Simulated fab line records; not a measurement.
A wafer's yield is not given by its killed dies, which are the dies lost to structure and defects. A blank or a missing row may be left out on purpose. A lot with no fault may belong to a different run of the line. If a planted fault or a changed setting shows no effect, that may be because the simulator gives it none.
fab line records -- flow n5-finfet
record: lots: 4, wafers: 12, last-day: 15
route steps=1938 shown BEOL_M1@779 PASSIVATION@1936
lots that met no fault: from a run of the same line without faults
start-h: the number of hours between the record's first day and the start of the first shown wafer of the lot -- wait-h: hours from the lot's prior step to this one -- " as in the row above -- L1.1+2: a row that stands for several wafers -- - either no value or no given start -- * or withheld: withheld -- < > ~ a bound
route shown NAME@n: a module of which the file shows steps, and the number in the route of the first -- usual: average and standard deviation across the fault-free wafers -- same: alike in all rows -- chamber/n: place in a boat -- sites: per-site readings -- _std_site: the values' standard deviation -- _edge_site: outer sites' mean less inner sites' -- radius-mm: for every site, how far away it sits from the centre of the wafer -- mask NAME#n: copy n -- behind: tool/chamber where the wafer was last shaped -- hold: what put the lot on hold/how long, in hours/how the hold closed -- device: whichever transistor did not switch (one of n, p or np) -- end of line: tests run on the same wafers once the route is complete -- step lacking rows: just its recipe -- killed: not the wafer's yield, but the dies lost to structure and defects at the first sort -- map: dies across one wafer; x = killed, . = not, _ = none there
set.NAME: the setting the step ran with; set.NAME@STEP: the setting that earlier step ran with -- model.NAME: the simulator's own value behind a step, which no gauge read
a table for each step, a row for each wafer; lots at some steps of the route
services: from which hour (start-h, from the record's first day; less than 0 if before it) a tool's chamber was out of use, for how many hours, and why
== steps ==
step: N5_BEOL_M1_COAT_76
recipe: resist: underlayer, temp-c: 205, time-s: 60, spin-rpm: 1500, resist-thk-nm: 5
step: N5_BEOL_M1_COAT_22
recipe: resist: CAR-EUV, spin-rpm: 1500, resist-thk-nm: 30
step: N5_BEOL_M1_EBR_24
recipe: solvent: PGMEA, ebr-width-mm: 1.5
step: N5_BEOL_M1_SOFTBAKE_23
recipe: temp-c: 110, time-s: 60, resist: CAR-EUV
step: N5_BEOL_M1_EXPOSE_25
recipe: mask-id: V0, na: 0.33, source-shape: quasar, sigma-inner: 0.2, sigma-outer: 0.8, polarization: unpolarized, defocus-nm: 5, target-cd-nm: 24, dose-mj: 63
step: N5_BEOL_M1_PEB_26
recipe: peb-temp-c: 100, peb-time-s: 60, resist: CAR-EUV
step: N5_BEOL_M1_DEVELOP_27
recipe: develop-time-s: 30, developer: TMAH, resist: CAR-EUV, rinse-liquid: surfactant-rinse, dry: air-spin, dev-temp-c: 23
step: N5_BEOL_M1_DESCUM_33
recipe: chemistry: O2, time-s: 7, source-power-w: 50, bias-power-w: 20, pressure-mtorr: 20, rf-frequency-hz: 2.712e+07, temp-c: 40, resist: CAR-EUV, o2-flow-sccm: 225
step: N5_BEOL_M1_ETCH_77
recipe: chemistry: N2/H2, target: underlayer, target-depth-a: 65, mask-material: CAR-EUV, time-s: 5.2, ion-energy-ev: 200, pressure-mtorr: 30, source-w: 840, bias-w: 150, n2-flow-sccm: 200, h2-flow-sccm: 200, ends: cleared
step: N5_BEOL_M1_ETCH_69
recipe: chemistry: CF4, target: SiARC, target-depth-a: 156, mask-material: CAR-EUV, time-s: 26, ion-energy-ev: 80, pressure-mtorr: 40, source-w: 545, bias-w: 36, Ar_flow_sccm: 100, cf4-flow-sccm: 100, ends: cleared
usual: drypump-motor-current-A: 5.9/0.42, etch-rf-on-time-s: 26.0/0.5, oes-product-au: 0.66/0.072, rf-fwd-power-W: 532.9/2.1, rf-vpp-V: 183.5/1.2, showerhead-plenum-p-Torr: 2.10/0.068, throttle-valve-pct: 15.56/0.25
lot.wafer,tool,chamber,start-h,wait-h,drypump-motor-current-A,etch-rf-on-time-s,oes-product-au,rf-fwd-power-W,rf-hours-counter-h,rf-vpp-V,showerhead-plenum-p-Torr,throttle-valve-pct
L517.1,rie-diel-02,3,152.93,0.0,6.3,26.6,0.58,531.7,249,183.5,2.19,15.53
L517.3,rie-diel-02,1,152.93,0.0,5.7,25.5,0.67,528.4,126,182.1,1.99,15.21
L517.5,rie-diel-02,1,152.93,0.0,5.7,25.6,0.66,531.6,-,182.9,1.99,15.20
L524.2,rie-diel-03,2,192.55,0.0,6.2,26.3,0.61,533.4,170,183.0,2.06,15.63
L524.4,rie-diel-03,2,192.55,0.0,6.2,26.3,0.62,535.7,-,182.8,2.06,15.63
L524.6,rie-diel-03,0,192.55,0.0,6.1,26.2,0.64,535.6,-,182.5,2.04,15.75
L525.1,rie-diel-03,1,201.69,0.0,4.7,25.2,0.86,531.2,2,182.5,2.19,15.27
L525.4,rie-diel-03,3,201.69,0.0,6.2,26.2,0.67,536.0,112,183.9,2.07,15.58
L525.5,rie-diel-03,3,201.69,0.0,6.2,26.5,0.67,533.1,-,184.3,2.07,15.58
L527.2,rie-diel-03,3,215.34,0.0,6.2,26.2,0.67,534.7,116,183.5,2.07,15.60
L527.3,rie-diel-03,1,215.34,0.0,4.7,25.2,0.84,533.6,6,184.5,2.19,15.28
L527.5,rie-diel-03,2,215.34,0.0,6.2,26.2,0.62,530.4,-,183.8,2.06,15.65
step: N5_BEOL_M1_ALD_98
recipe: material: SiO2, target-thk-a: 25, temp-c: 100, ald-precursor-family: BDEAS, ald-co-reactant: O2-plasma, pulse-time-s: 1, co-reactant-pulse-time-s: 1, purge-time-s: 2, co-reactant-purge-time-s: 2, ald-cycles: 17, pressure-torr: 2
step: N5_BEOL_M1_ETCHBACK_99
recipe: chemistry: CHF3, target: SiO2, target-depth-a: 50, time-s: 10.4, source-w: 215, bias-w: 47, Ar_flow_sccm: 200, CHF3_flow_sccm: 12, ion-energy-ev: 100, pressure-mtorr: 30
step: N5_BEOL_M1_ETCH_70
recipe: chemistry: N2/H2, target: SOC, target-depth-a: 800, overetch-a: 160, mask-material: SiARC, temp-c: 40, time-s: 120, ion-energy-ev: 200, pressure-mtorr: 30, source-w: 840, bias-w: 150, n2-flow-sccm: 200, h2-flow-sccm: 200
step: N5_BEOL_M1_STRIP_71
recipe: chemistry: N2/H2, temp-c: 40, n2-flow-sccm: 200, h2-flow-sccm: 200, rf-frequency-hz: 6e+07
step: N5_BEOL_M1_STRIP_78
recipe: chemistry: N2/H2, temp-c: 40, n2-flow-sccm: 200, h2-flow-sccm: 200, rf-frequency-hz: 6e+07
step: N5_BEOL_M1_VIA_ETCH_34
recipe: chemistry: C4F6/O2, target-depth-a: 678, mask-material: SOC, pressure-mtorr: 15, ion-energy-ev: 250, taper-deg: 4, time-s: 64.4, source-w: 350, bias-w: 170, Ar_flow_sccm: 300, C4F6_flow_sccm: 10, O2_flow_sccm: 10
step: N5_BEOL_M1_STRIP_83
recipe: chemistry: C4F6/O2, resist: SiARC, rf-frequency-hz: 6e+07
step: N5_BEOL_M1_STRIP_36
recipe: chemistry: N2/H2, power-w: 450, temp-c: 40, pressure-mtorr: 20, rf-frequency-hz: 6e+07, overash-fraction: 0.3, bias-power-w: 7, h2-frac: 0.5, n2-flow-sccm: 200, h2-flow-sccm: 200
step: N5_BEOL_M1_TRENCH_ETCH_37
recipe: chemistry: C4F6/O2, target-depth-a: 552.07, target: SiOC, time-s: 29, ion-energy-ev: 250, pressure-mtorr: 30, source-w: 355, bias-w: 185, Ar_flow_sccm: 300, C4F6_flow_sccm: 10, O2_flow_sccm: 10
step: N5_BEOL_M1_ETCH_41
recipe: chemistry: CH3F/O2, target: SiCN, target-depth-a: 319, taper-deg: 2, time-s: 57.8, ion-energy-ev: 120, mask-material: TiN, pressure-mtorr: 30, source-w: 395, bias-w: 75, Ar_flow_sccm: 150, CH3F_flow_sccm: 30, O2_flow_sccm: 20
step: N5_BEOL_M1_STRIP_97
recipe: chemistry: N2/H2, time-s: 10, power-w: 450, temp-c: 40, pressure-mtorr: 20, rf-frequency-hz: 6e+07, bias-power-w: 7, n2-flow-sccm: 200, h2-flow-sccm: 200
step: N5_BEOL_M1_HM_STRIP_39
recipe: chemistry: peroxide-tin-strip, material: TiN, target-depth-a: 250, temp-c: 50, time-s: 158
step: N5_BEOL_M1_SRD_40
recipe: time-s: 30, temp-c: 23, rinse-liquid: diw, dry: ipa-marangoni
step: N5_BEOL_M1_PRECLEAN_42
recipe: chemistry: residue-remover, time-s: 60, temp-c: 40
step: N5_BEOL_M1_SRD_43
recipe: time-s: 30, temp-c: 23, rinse-liquid: diw, dry: ipa-marangoni
step: N5_BEOL_M1_DEGAS_44
recipe: ambient: vacuum, temp-c: 250, time-s: 60
step: N5_BEOL_M1_PRE_CLEAN_45
recipe: gas: H2/He, time-s: 30, temp-c: 250
step: N5_BEOL_M1_ALD_84
recipe: material: TaN, target-thk-a: *, temp-c: 275, ald-precursor-family: PDMAT, ald-co-reactant: NH3, pressure-torr: 3, carrier-flow-sccm: 1500, pulse-time-s: 2, purge-time-s: 3, co-reactant-purge-time-s: 2, co-reactant-pulse-time-s: 3, ald-cycles: 30, precursor-vessel-temp-c: 75, precursor-vessel-pressure-torr: 26.25, precursor-vessel-carrier-sccm: 1000
step: N5_BEOL_M1_SURFACE_TREAT_85
recipe: gas: Ar, time-s: *, ion-energy-ev: *, ion-current-ma-cm2: 0.5, pressure-mtorr: *, ar-flow-sccm: 30
step: N5_BEOL_M1_CVD_47
recipe: material: Co, target-thk-a: 30, temp-c: withheld, precursor: CCTBA/H2, pressure-torr: 30, time-s: 223.8
step: N5_BEOL_M1_SPUTTER_48
recipe: material: Cu, target-thk-a: 45, temp-c: -20, chamber-pressure-pa: 0.07, power-w: withheld, time-s: 8.29
step: N5_BEOL_M1_ANNEAL_49
recipe: temp-c: 400, time-s: 240, ambient: vacuum
step: N5_BEOL_M1_SPUTTER_79
recipe: material: Cu, target-thk-a: 45, temp-c: -20, chamber-pressure-pa: 0.07, power-w: withheld, time-s: 8.29
step: N5_BEOL_M1_ANNEAL_80
recipe: temp-c: 400, time-s: 240, ambient: vacuum
step: N5_BEOL_M1_SPUTTER_81
recipe: material: Cu, target-thk-a: 45, temp-c: -20, chamber-pressure-pa: 0.07, power-w: withheld, time-s: 8.29
step: N5_BEOL_M1_ANNEAL_82
recipe: temp-c: 400, time-s: 240, ambient: vacuum
step: N5_BEOL_M1_SPUTTER_86
recipe: material: Cu, target-thk-a: 45, temp-c: -20, chamber-pressure-pa: 0.07, power-w: withheld, time-s: 8.29
step: N5_PASSIVATION_PROBE_49
usual: defect-limited-yield: 91.5/1.3, killed_at_M0_to_M3: 33/11, killed_at_M4_up: 14/5.3, killed-at-contacts: 11/6.3, killed-at-front-end: 38/10, killed-at-other: 3.7/2.8, killed-dies: 101/16, killed-open: 67/12, killed-short: 32/7.4, sort_bin_5_function: 5.0/0.86, sort_bin_6_memory: 3.2/0.69, sort-n-pass: 1079/16, sort-yield-pct: 91.5/1.3
same: gross-dies: 1180, killed-at-back-side: 0, sort_bin_4_leakage[%]: 0, sort_bin_8_speed[%]: 0
lot.wafer,tool,chamber,start-h,wait-h,defect-limited-yield[%],killed_at_M0_to_M3,killed_at_M4_up,killed-at-contacts,killed-at-front-end,killed-at-other,killed-dies,killed-open,killed-short,sort_bin_5_function[%],sort_bin_6_memory[%],sort-n-pass,sort-yield-pct[%]
L525.1,prober-01,-,347.49,0.0,80.3,179,14,10,25,5,233,62,22,11.4,4.7,947,80.3
L525.4,prober-01,-,347.64,0.2,78.6,183,15,19,30,6,253,73,32,13.2,4.6,927,78.6
L525.5,prober-01,-,347.69,0.2,80.8,169,16,1,38,3,227,59,20,11.3,3.6,953,80.8
L527.2,prober-01,-,365.00,0.1,80.7,169,13,10,31,5,228,60,22,12.5,3.8,952,80.7
L527.3,prober-01,-,365.05,0.1,80.3,177,6,15,31,4,233,64,24,12.3,3.9,947,80.3
L527.5,prober-01,-,365.15,0.2,84.7,114,20,4,37,5,180,64,40,8.8,4.0,1000,84.7
killed by level:class
L525.1 BEOL_M1:unspecified=146 STI_FIN_REVEAL:geometric-particle:open=9 MOL_CONTACT_COAG:geometric-particle:open=9 BEOL_M0_SAQP:geometric-particle:open=7 BEOL_M2:geometric-particle:open=7 BEOL_M0_SAQP:geometric-particle:short=6 BEOL_M4:geometric-particle:open=6 FIN_SAQP:geometric-particle:short=4
L525.4 BEOL_M1:unspecified=143 MOL_CONTACT_COAG:geometric-particle:open=14 BEOL_M1:geometric-particle:open=9 BEOL_M4:geometric-particle:open=8 STI_FIN_REVEAL:geometric-particle:open=7 BEOL_M0_SAQP:geometric-particle:short=6 BEOL_M3:geometric-particle:open=6 DUMMY_GATE:geometric-particle:open=5
L525.5 BEOL_M1:unspecified=146 STI_FIN_REVEAL:geometric-particle:open=14 BEOL_M1:geometric-particle:open=8 BEOL_M4:geometric-particle:open=7 FIN_SAQP:geometric-particle:short=6 DUMMY_GATE:geometric-particle:open=6 BEOL_M3:geometric-particle:open=5 BEOL_M0_SAQP:geometric-particle:open=3
L527.2 BEOL_M1:unspecified=145 MOL_CONTACT_COAG:geometric-particle:open=9 BEOL_M0_SAQP:geometric-particle:open=7 FIN_SAQP:geometric-particle:open=6 BEOL_M0_SAQP:geometric-particle:short=6 BEOL_M4:geometric-particle:open=6 DUMMY_GATE:geometric-particle:open=5 GATE_CUT:geometric-particle:short=5
L527.3 BEOL_M1:unspecified=143 MOL_CONTACT_COAG:geometric-particle:open=12 BEOL_M1:geometric-particle:open=11 BEOL_M2:geometric-particle:open=9 FIN_SAQP:geometric-particle:open=7 FIN_SAQP:geometric-particle:short=4 BEOL_M3:geometric-particle:open=4 STARTING-WAFER:geometric-particle:short=4
L527.5 BEOL_M1:unspecified=76 BEOL_M0_SAQP:geometric-particle:short=9 GATE_CUT:geometric-particle:short=9 BEOL_M0_SAQP:geometric-particle:open=9 BEOL_M4:geometric-particle:open=8 BEOL_M1:geometric-particle:open=7 FIN_SAQP:geometric-particle:short=5 DUMMY_GATE:geometric-particle:open=5
map L525.4 (x killed, . not)
_________________............________________
______________...x..........x..._____________
___________..x.....................__________
__________x..x...x............x...x._________
________...............x..xx........x._______
_______....x...x...................x...______
______...x...x..x......................x_____
_____..............x..........x..........____
____........x...x....x...........x.x......___
___.......xx.xxxx.x.....x....x.....xx......__
___x.....x...xxxxxx..x..x....x.......x...x.__
__........xxxxxxxxxxxx..x..................x_
__..x...x.xxxxxxxxxxx......................._
_.......xxxxxxxxxxxxxx..............x.xx.x...
_..xx.x.xxxxxxxxxxxxxx..........x............
_.........xxxxxxxxxxxx.......x.x.............
_.......xxxxxxxxxxxxxxx.......x....x.........
_........xxxxxxxxxxxxxx......x.............x.
_...x.....xxxxxxxxxx.x..xxx...............xx.
_..x....xxxxxx.xxxxxx......x............x....
_........xx.xxxxxx.xx.x......................
__...........x.xx..........................._
__.....x..x....x..........x............x...._
___..x..x.x.x............x.......x.....x...__
___....x......................x............__
____....x.x....x....x.....x...............___
_____......x..............x...x....x.....____
______x...x....x...........xx......x...._____
_______.x.x....x.......................______
________............x...........x..x.._______
__________..........x....x.........._________
___________x....x..x........xx.....__________
______________..........xx....x._____________
_________________..x.....x...________________
map L527.3 (x killed, . not)
_________________.........x..________________
______________.............xx..._____________
___________....................x...__________
__________.......x..x.x............._________
________....x..x..xx....x.x..........._______
_______.......x..xxxxxx.x.......x.x....______
______.........xxxxxxxxxxx..........x..._____
_____........x.xxxxxxxxxxxx..............____
____......x.xxx.xxxxxxxxxxx.....x.........___
___.........x.xxxxxxxxxxxxx................__
___.x.......xxxxxxxxxxxxxxxx...............__
__.....x.x..x.xxxxxxxxxxxx.x.......x..x....._
__.......x..xxxxxxxxxxxxx.x.x..............x_
_..x........x..xxxxxxxxxxx.x.x.......x.......
_xx...x......xx.xxxxxxxx....x........x..xx.x.
_x......x...x..xxxxxxxxx...x..........x.....x
_........x....xx.x.xxx..............x......x.
_...................x....................x...
_.........x...........xx.......x.............
_.................x..x......x...............x
_..x.........x....................x..........
__.............................x...x...x...._
__..x...x...x......x..........x......x......_
___.........x..........................x...__
___....................x.......x...........__
____....xx..........xx.....x..............___
_____......x.......................x.....____
______........x.................x......x_____
_______........x.......x...............______
________..x..x....x........x.........._______
__________...x......................_________
___________....x..................x__________
______________.................._____________
_________________............________________
== services ==
tool,chamber,start-h,hours,kind
rie-diel-02,2,143.09,-,clean
rie-diel-02,2,143.09,-,consumable-replace:focus-ring
rie-diel-02,2,143.09,35.0,scheduled-down
rie-diel-02,2,143.09,35.0,vent-cycle
rie-diel-03,1,170.57,-,clean
rie-diel-03,1,170.57,-,consumable-replace:focus-ring
rie-diel-03,1,170.57,23.4,scheduled-down
rie-diel-03,1,170.57,23.4,vent-cycle
rie-diel-02,3,178.06,-,clean
rie-diel-02,3,178.06,-,consumable-replace:focus-ring
rie-diel-02,3,178.06,12.3,scheduled-down
rie-diel-02,3,178.06,12.3,vent-cycle
== key ==
first-sign: step: N5_PASSIVATION_PROBE_49, reading: killed_at_M0_to_M3, direction: up, sigmas: 12, usual: 33, struck: 165
effect: step: N5_PASSIVATION_PROBE_49, reading: defect-limited-yield, direction: down, sigmas: 8, usual: 91.5, struck: 80.9
more-kills-born-at: N5_BEOL_M1_ETCH_69@rie-diel-03: 798
met-at N5_BEOL_M1_ETCH_69
struck-wafers L525.1,L525.4,L525.5,L527.2,L527.3,L527.5
onset-between 192.55 201.69
also-fits time
fault: kind: chamber-particle-source, tool: rie-diel-03, chamber: -, onset-h: 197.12, steps: N5_BEOL_M1_ETCH_69, rate-per-visit-cm2: 1.661, end-h: 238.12
